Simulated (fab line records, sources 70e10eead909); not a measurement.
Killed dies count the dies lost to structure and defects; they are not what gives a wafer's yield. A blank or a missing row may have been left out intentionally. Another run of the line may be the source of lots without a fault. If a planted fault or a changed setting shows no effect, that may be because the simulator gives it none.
fab line records ; flow nand-harc
record: lots: 13; wafers: 38; last-day: 33
route steps=1302 shown P_M2@330
lots untouched by any fault: they come from a run of this same line in which no faults occurred
start-h: hours from the record's opening day to when the first of the lot's shown wafers began ; wait-h: hours from the lot's prior step to this one ; " as in the row above ; L1.1+2: a row that stands for several wafers ; - no value, or no start was given ; * or withheld: withheld ; < > ~ a bound
route shown NAME@n: a module of which the file shows steps, and the number in the route of the first ; usual: mean/standard deviation of fault-free wafers ; same: alike in all rows ; chamber/n: place in a boat ; sites: the reading at each site ; _std_site: how widely they spread, as a standard deviation ; _edge_site: inner sites' mean taken away from outer sites' mean ; radius-mm: how far each site lies from the wafer's centre ; mask NAME#n: copy n ; behind: the last tool/chamber to shape the wafer ; hold: cause of the lot's hold/its duration in hours/its outcome ; device: names the non-switching transistor (n, p or np) ; end of line: the route-end tests of the same wafers ; a step with no rows: only its recipe ; killed: dies lost to structure and defects at the first sort, not the wafer's yield ; map: the dies of a wafer, with x for killed, . for not killed, _ for no die there
set.NAME: the setting the step ran with; set.NAME@STEP: the setting that earlier step ran with ; model.NAME: the simulator's own value behind a step, which no gauge read
a sample of lots followed through the steps of the route, with each step as a table and each wafer as a row
services: from which hour (start-h, from the record's first day; less than 0 if before it) a tool's chamber was out of use, for how many hours, and why
== steps ==
step: NHARC_P_M2_INSPECT_11
usual: raw-defect-count: 4.9/3
lot.wafer;tool;chamber;start-h;wait-h;raw-defect-count
L958.1;defect-inspect-02;-;141.73;0.0;18
L958.2;defect-inspect-02;-;141.73;0.0;11
L958.5;defect-inspect-02;-;141.73;0.0;15
L959.2;defect-inspect-02;-;149.01;0.0;4
L959.5;defect-inspect-02;-;149.01;0.0;7
L959.6;defect-inspect-02;-;149.01;0.0;5
L961.1;defect-inspect-02;-;171.72;0.0;6
L961.5;defect-inspect-02;-;171.72;0.0;3
L961.6;defect-inspect-02;-;171.72;0.0;3
L962.1;defect-inspect-01;-;184.25;0.0;1
L962.5;defect-inspect-01;-;184.25;0.0;6
L962.6;defect-inspect-01;-;184.25;0.0;4
L963.2;defect-inspect-01;-;197.42;0.0;3
L963.3;defect-inspect-01;-;197.42;0.0;1
L963.5;defect-inspect-01;-;197.42;0.0;2
L964.2;defect-inspect-02;-;198.35;0.0;5
L964.3;defect-inspect-02;-;198.35;0.0;3
L964.4;defect-inspect-02;-;198.35;0.0;4
L965.1;defect-inspect-02;-;210.13;0.0;7
L965.2;defect-inspect-02;-;210.13;0.0;4
L965.4;defect-inspect-02;-;210.13;0.0;7
L966.1;defect-inspect-02;-;222.33;0.0;6
L966.2;defect-inspect-02;-;222.33;0.0;4
L966.3;defect-inspect-02;-;222.33;0.0;2
L967.1;defect-inspect-02;-;228.23;0.0;8
L967.2;defect-inspect-02;-;228.23;0.0;12
L967.6;defect-inspect-02;-;228.23;0.0;12
L969.1;defect-inspect-01;-;241.87;0.0;3
L969.2;defect-inspect-01;-;241.87;0.0;2
L969.5;defect-inspect-01;-;241.87;0.0;5
L970.1;defect-inspect-01;-;263.89;0.0;6
L970.3;defect-inspect-01;-;263.89;0.0;2
L970.6;defect-inspect-01;-;263.89;0.0;6
L974.2;defect-inspect-01;-;296.60;0.0;4
L974.4;defect-inspect-01;-;296.60;0.0;3
L974.6;defect-inspect-01;-;296.60;0.0;2
L979.1;defect-inspect-02;-;347.52;0.0;6
L979.3;defect-inspect-02;-;347.52;0.0;9
step: NHARC_P_M2_DESCUM_14
recipe: time-s: 3; o2-flow-sccm: 200; ar-flow-sccm: 0; bias-power-w: 0; chemistry: O2
usual: drypump-motor-current-A: 6.1/0.52; oes-product-au: 1.000/0.0088; rf-vpp-V: 57.9/0.84; showerhead-plenum-p-Torr: 1.93/0.07; throttle-valve-pct: 11.311/0.0075
lot.wafer;tool;chamber;start-h;wait-h;drypump-motor-current-A;oes-product-au;rf-hours-counter-h;rf-vpp-V;showerhead-plenum-p-Torr;throttle-valve-pct
L958.2;rie-diel-12;0;141.80;0.1;5.5;1.001;1.2;57.9;2.05;11.315
L958.1;rie-diel-12;1;141.80;0.1;5.9;0.990;1.4;57.7;1.93;11.306
L958.5;rie-diel-12;3;141.80;0.1;5.1;1.008;-;57.8;1.90;11.313
L959.2;rie-diel-11;2;149.07;0.1;5.5;0.987;3.4;58.9;1.88;11.312
L959.6;rie-diel-11;2;149.07;0.1;5.5;0.998;-;59.3;1.88;11.308
L959.5;rie-diel-11;3;149.07;0.1;6.4;1.013;-;59.1;1.92;11.300
L961.1;rie-diel-11;2;171.78;0.1;5.4;0.995;4.5;58.2;1.88;11.306
L961.5;rie-diel-11;2;171.78;0.1;5.4;1.006;-;57.3;1.88;11.296
L961.6;rie-diel-11;3;171.78;0.1;6.4;0.995;-;58.7;1.92;11.316
L962.1;rie-diel-10;3;184.31;0.1;6.2;0.995;6.0;58.4;1.97;11.306
L962.5;rie-diel-10;3;184.31;0.1;6.2;0.997;-;59.2;1.97;11.324
L962.6;rie-diel-10;0;184.31;0.1;6.7;1.011;-;58.3;1.94;11.312
L963.2;rie-diel-11;0;197.50;0.1;6.6;1.015;4.8;59.2;2.05;11.309
L963.3;rie-diel-11;1;197.50;0.1;5.9;0.999;4.7;57.9;1.82;11.318
L963.5;rie-diel-11;2;197.50;0.1;5.5;1.015;-;57.0;1.88;11.314
L964.4;rie-diel-11;0;198.41;0.1;6.6;1.003;4.8;58.5;2.05;11.301
L964.3;rie-diel-11;2;198.41;0.1;5.5;1.006;5.5;57.9;1.88;11.311
L964.2;rie-diel-11;3;198.41;0.1;6.4;1.015;5.5;59.0;1.92;11.309
L965.1;rie-diel-11;2;210.19;0.1;5.5;1.009;5.8;58.3;1.88;11.310
L965.2;rie-diel-11;0;210.19;0.1;6.6;1.001;5.4;57.1;2.05;11.308
L965.4;rie-diel-11;1;210.19;0.1;5.9;0.999;5.3;58.1;1.82;11.312
L966.2;rie-diel-10;3;222.39;0.1;6.2;0.994;7.1;57.8;1.97;11.319
L966.3;rie-diel-10;0;222.39;0.1;6.7;1.008;6.3;57.9;1.94;11.294
L966.1;rie-diel-10;1;222.39;0.1;6.4;0.985;6.6;57.9;1.87;11.295
L967.1;rie-diel-11;0;228.29;0.1;6.6;1.002;6.0;57.8;2.05;11.318
L967.2;rie-diel-11;3;228.29;0.1;6.4;1.010;6.4;57.0;1.92;11.307
L967.6;rie-diel-11;1;228.29;0.1;5.9;0.996;-;57.5;1.82;11.315
L969.2;rie-diel-11;0;241.93;0.1;6.7;1.013;6.3;57.5;2.05;11.316
L969.1;rie-diel-11;3;241.93;0.1;6.4;1.006;6.7;57.3;1.92;11.315
L969.5;rie-diel-11;3;241.93;0.1;6.5;0.999;-;56.0;1.92;11.320
L970.1;rie-diel-12;1;263.96;0.1;5.8;1.001;9.4;58.5;1.92;11.309
L970.3;rie-diel-12;3;263.96;0.1;5.1;0.999;12.5;58.0;1.89;11.320
L970.6;rie-diel-12;1;263.96;0.1;5.8;0.994;-;59.3;1.92;11.296
L974.4;rie-diel-10;3;296.67;0.1;6.2;1.019;1.7;57.3;1.97;11.305
L974.2;rie-diel-10;1;296.67;0.1;6.4;1.018;1.6;57.0;1.86;11.309
L974.6;rie-diel-10;3;296.67;0.1;6.2;1.011;-;57.6;1.97;11.314
L979.3;rie-diel-10;0;347.59;0.1;6.7;0.983;4.7;59.5;1.94;11.334
L979.1;rie-diel-10;1;347.59;0.1;6.5;1.003;4.2;56.4;1.86;11.320
step: NHARC_P_M2_PVD_20
recipe: target-thk-a: 50; bias-v: 168.6; power-w: 15000; chamber-pressure-pa: 0.12; time-s: 8.06; substrate-temp-c: 50; material: TaN
usual: throttle-valve-pct: 29.9/0.94
lot.wafer;tool;chamber;start-h;wait-h;throttle-valve-pct
L958.2;pvd-sputter-03;-;-;-;31.3
L958.1;pvd-sputter-03;-;-;-;29.3
L958.5;pvd-sputter-03;-;-;-;31.2
L959.2;pvd-sputter-01;-;-;-;29.7
L959.5;pvd-sputter-01;-;-;-;30.0
L959.6;pvd-sputter-01;-;-;-;30.3
L961.1;pvd-sputter-01;-;-;-;30.0
L961.6;pvd-sputter-01;-;-;-;29.6
L961.5;pvd-sputter-01;-;-;-;29.9
L962.1;pvd-sputter-01;-;-;-;30.3
L962.6;pvd-sputter-01;-;-;-;30.0
L962.5;pvd-sputter-01;-;-;-;30.3
L963.2;pvd-sputter-03;-;-;-;30.9
L963.3;pvd-sputter-03;-;-;-;31.2
L963.5;pvd-sputter-03;-;-;-;31.1
L964.2;pvd-sputter-01;-;-;-;30.0
L964.4;pvd-sputter-01;-;-;-;30.2
L964.3;pvd-sputter-01;-;-;-;30.6
L965.4;pvd-sputter-02;-;-;-;28.2
L965.2;pvd-sputter-02;-;-;-;30.7
L965.1;pvd-sputter-02;-;-;-;29.4
L966.1;pvd-sputter-03;-;-;-;29.8
L966.2;pvd-sputter-03;-;-;-;29.1
L966.3;pvd-sputter-03;-;-;-;31.1
L967.2;pvd-sputter-02;-;-;-;30.5
L967.1;pvd-sputter-02;-;-;-;29.7
L967.6;pvd-sputter-02;-;-;-;28.1
L969.2;pvd-sputter-01;-;-;-;29.9
L969.1;pvd-sputter-01;-;-;-;30.1
L969.5;pvd-sputter-01;-;-;-;30.0
L970.3;pvd-sputter-01;-;-;-;30.2
L970.1;pvd-sputter-01;-;-;-;30.2
L970.6;pvd-sputter-01;-;-;-;30.1
L974.2;pvd-sputter-01;-;-;-;31.2
L974.4;pvd-sputter-01;-;-;-;30.0
L974.6;pvd-sputter-01;-;-;-;30.9
L979.3;pvd-sputter-02;-;-;-;27.8
L979.1;pvd-sputter-02;-;-;-;29.0
step: NHARC_P_M2_ECD_22
recipe: target-thk-a: 4000; bath-temp-c: 25; material: Cu
lot.wafer;tool;chamber;start-h;wait-h
L958.1+2+5;ecd-cu-02;0,1,0;143.22;-
L959.2+5+6;ecd-cu-01;0,1,0;150.50;-
L961.1+5+6;ecd-cu-01;1,1,0;173.63;-
L962.1+5+6;ecd-cu-02;1,1,0;185.70;-
L963.2+3+5;ecd-cu-01;0,1,0;199.27;-
L964.2+3+4;ecd-cu-02;0,1,0;199.83;-
L965.2+1+4;ecd-cu-01;1,0,1;211.57;-
L966.2+1+3;ecd-cu-02;1,0,0;223.77;-
L967.2+1+6;ecd-cu-01;0,1,0;229.74;-
L969.1+2+5;ecd-cu-02;0,1,0;243.42;-
L970.1+3+6;ecd-cu-02;1,1,0;265.33;-
L974.2+4+6;ecd-cu-02;1,0,0;298.04;-
L979.1+3;ecd-cu-01;1,0;349.05;-
step: NHARC_P_M2_CMP_23
recipe: t-overpolish-s: 20; target-thk-nm: 144.3
usual: motor-current-A: 11.7/1; time-to-endpoint-s: 28.6/2.8
lot.wafer;tool;chamber;start-h;wait-h;motor-current-A;time-to-endpoint-s
L958.2;cmp-04;2;143.94;-;12.7;21.6
L958.1;cmp-04;3;143.94;-;9.9;24.7
L958.5;cmp-04;3;143.94;-;10.6;24.4
L959.2;cmp-02;1;151.25;-;12.7;21.8
L959.6;cmp-02;2;151.25;-;11.5;26.6
L959.5;cmp-02;3;151.25;-;11.7;24.7
L961.1;cmp-02;2;174.43;-;11.1;29.6
L961.6;cmp-02;3;174.43;-;12.4;27.9
L961.5;cmp-02;0;174.43;-;13.7;29.7
L962.1;cmp-02;0;186.50;-;13.7;27.7
L962.6;cmp-02;1;186.50;-;11.5;26.4
L962.5;cmp-02;2;186.50;-;11.2;30.5
L963.3;cmp-02;2;199.99;-;11.4;30.6
L963.2;cmp-02;1;199.99;-;12.6;27.6
L963.5;cmp-02;2;199.99;-;11.3;28.5
L964.3;cmp-03;3;200.50;-;11.1;30.9
L964.2;cmp-03;0;200.50;-;10.5;27.4
L964.4;cmp-03;1;200.50;-;11.3;26.6
L965.4;cmp-04;2;212.29;-;12.3;25.1
L965.1;cmp-04;3;212.29;-;10.6;29.5
L965.2;cmp-04;1;212.29;-;11.8;29.2
L966.2;cmp-04;0;224.49;-;12.8;34.0
L966.1;cmp-04;1;224.49;-;11.2;29.4
L966.3;cmp-04;2;224.49;-;13.2;25.7
L967.2;cmp-03;3;230.47;-;10.5;32.5
L967.1;cmp-03;2;230.47;-;10.9;29.4
L967.6;cmp-03;3;230.47;-;10.9;30.9
L969.1;cmp-04;3;244.16;-;10.3;23.4
L969.2;cmp-04;0;244.16;-;12.8;26.4
L969.5;cmp-04;2;244.16;-;12.6;22.2
L970.1;cmp-02;3;266.08;-;12.0;26.3
L970.3;cmp-02;0;266.08;-;13.3;28.3
L970.6;cmp-02;0;266.08;-;13.8;29.9
L974.2;cmp-02;2;298.82;-;11.3;35.9
L974.4;cmp-02;3;298.82;-;11.9;31.6
L974.6;cmp-02;0;298.82;-;13.2;34.7
L979.3;cmp-03;0;349.81;-;11.3;53.1
L979.1;cmp-03;1;349.81;-;10.5;53.4
== services ==
tool;chamber;start-h;hours;kind
cmp-04;-;133.26;4.0;pm
cmp-02;-;141.89;4.0;pm
cmp-04;-;145.52;9.1;repair
rie-diel-10;1;153.27;6.4;repair
pvd-sputter-01;-;158.82;4.2;repair
ecd-cu-01;-;160.26;8.0;pm
ecd-cu-01;-;196.67;0.7;repair
cmp-02;-;223.10;3.2;repair
pvd-sputter-01;-;228.92;10.0;pm
rie-diel-11;1;229.66;18.1;repair
ecd-cu-01;-;230.16;1.7;repair
cmp-04;-;231.26;4.0;pm
ecd-cu-01;-;235.89;1.0;repair
cmp-04;-;236.19;1.7;repair
cmp-02;-;239.89;4.0;pm
ecd-cu-02;-;244.00;8.0;pm
cmp-04;-;251.14;1.1;repair
rie-diel-11;-;255.50;9.0;pm
cmp-04;-;309.19;3.8;repair
pvd-sputter-01;-;320.58;4.4;repair
rie-diel-11;1;324.10;30.2;repair
cmp-04;-;329.26;4.0;pm
ecd-cu-01;-;336.26;8.0;pm
cmp-02;-;337.89;4.0;pm
== key ==
first-sign: step: NHARC_P_M2_CMP_23; reading: time-to-endpoint-s; direction: up; sigmas: 8.9; usual: *; struck: *
effect none on later readings
met-at NHARC_P_M2_ECD_22
struck-lots L979
struck-wafers L979.1,L979.3
not-acting-at NHARC_P_M2_INSPECT_11,NHARC_P_M2_DESCUM_14,NHARC_P_M2_PVD_20
onset-between 229.74 349.05
also-fits time
fault: kind: process-parameter-drift; tool: ecd-cu-01; chamber: -; onset-h: 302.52; steps: NHARC_P_M2_ECD_22; channel: target-thk-a; offset: *; shape: step; end-h: 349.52; scope: struck-wafers-only; acts-in: *; stated: *
